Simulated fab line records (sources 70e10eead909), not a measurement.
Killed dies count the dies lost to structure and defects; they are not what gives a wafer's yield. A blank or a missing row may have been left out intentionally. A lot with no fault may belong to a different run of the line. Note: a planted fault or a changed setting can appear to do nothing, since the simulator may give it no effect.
Comparing a struck lot with a sound one -- flow nandHarc -- 13 steps out of a route of 1159
Sound: wafers L928.2, L928.3, L928.4. Struck: wafers L934.1, L934.2, L934.6. Last of all comes the cause.
For every step that has rows: the tool of each side, followed by ch and its chambers, followed by its first start. Under that, the readings that differ: sound wafers -- struck wafers -- difference of the means -- sigmas: that difference in standard deviations of wafers without a fault.
alike: words and numbers the same on both sides, and readings whose means are apart by under 2 such deviations; not compared: readings that were withheld, readings missing a value for some wafer, numbers with overlapping values and no deviation given by the record, and bounds like >300 which may hide the same value.
A row with sigmas, a row that says differs or no value, or rows on one side alone: a step with any of these is where the two part. When numbers do not overlap yet have no deviation, they are printed without sigmas and do not part them. A reading missing from all wafers of one side parts the sides only when that side holds two or more wafers.

first, 3 steps without rows for these wafers: NHARC_A_STAIRCASE_ETCH_223 (etches the open film in C4F8/O2, target depth 100 nm, time 40.5 s); NHARC_A_STAIRCASE_TRIM_224 (chemistry O2, time 211.2 s); NHARC_A_STAIRCASE_ETCH_225 (etches the open film in C4F8/O2, target depth 100 nm, time 40.5 s).
NHARC_A_STAIRCASE_TRIM_226: chemistry O2, time 211.2 s.
  sound on rieDiel-12 ch 0,1,2; struck on rieDiel-12 ch 0,3
  alike: drypumpMotorCurrentA, o2FlowSccm, oesProductAu, rfVppV, runLengthS, showerheadPlenumPTorr, throttleValvePct
  not compared: rfHoursCounterH
then, 1 step without rows for these wafers: NHARC_A_STAIRCASE_ETCH_227 (etches the open film in C4F8/O2, target depth 100 nm, time 40.5 s).
NHARC_A_STAIRCASE_TRIM_229: chemistry O2, time 211.2 s.
  sound on rieDiel-08 ch 0,2,3, day 12 20:37; struck on rieDiel-06 ch 0,1, day 14 07:52
reading,sound,struck,difference,sigmas
oesProductAu (a.u.),0.996 1.012 1.005,0.990 0.986 0.995,-0.014,-2
  alike: drypumpMotorCurrentA, o2FlowSccm, rfVppV, runLengthS, showerheadPlenumPTorr, throttleValvePct
  not compared: rfHoursCounterH
then, 2 steps without rows for these wafers: NHARC_A_STAIRCASE_ETCH_230 (etches the open film in C4F8/O2, target depth 100 nm, time 40.5 s); NHARC_A_STAIRCASE_TRIM_231 (chemistry O2, time 211.2 s).
NHARC_A_STAIRCASE_ETCH_232: etches the open film in C4F8/O2, target depth 100 nm, time 40.5 s.
  sound on rieDiel-08 ch 0,1,3; struck on rieDiel-06 ch 1,2,3
  alike: oesProductAu, rfVppV
  not compared: rfHoursCounterH
then, 1 step without rows for these wafers: NHARC_A_STAIRCASE_TRIM_233 (chemistry O2, time 211.2 s).
NHARC_A_STAIRCASE_ETCH_234: etches the open film in C4F8/O2, target depth 100 nm, time 40.5 s.
  sound on rieDiel-08 ch 0,1,2; struck on rieDiel-06 ch 0,2
  alike: oesProductAu, rfVppV
  not compared: rfHoursCounterH
NHARC_A_STAIRCASE_TRIM_235: chemistry O2, time 211.2 s.
  sound on rieDiel-08 ch 0,2,3, day 12 21:21; struck on rieDiel-06 ch 0,1,2, day 14 08:37
reading,sound,struck,difference,sigmas
oesProductAu (a.u.),1.014 1.020 0.996,0.993 0.995 0.985,-0.019,-2
runLengthS (s),232.2 232.4 232.3,167.0 167.4 167.7,-64.9,-99 or more
  alike: drypumpMotorCurrentA, o2FlowSccm, rfVppV, showerheadPlenumPTorr, throttleValvePct
  not compared: rfHoursCounterH
NHARC_A_STAIRCASE_ETCH_236: etches the open film in C4F8/O2, target depth 100 nm, time 40.5 s.
  sound on rieDiel-08 ch 0,2,3; struck on rieDiel-06 ch 0,2
  alike: oesProductAu, rfVppV
  not compared: rfHoursCounterH

== WHERE THEY PART ==
At NHARC_A_STAIRCASE_TRIM_229 first; at NHARC_A_STAIRCASE_TRIM_235 last (within this record only). Later steps at which nothing parts them and some readings are alike: NHARC_A_STAIRCASE_ETCH_236.

WHY: what the simulator had put in
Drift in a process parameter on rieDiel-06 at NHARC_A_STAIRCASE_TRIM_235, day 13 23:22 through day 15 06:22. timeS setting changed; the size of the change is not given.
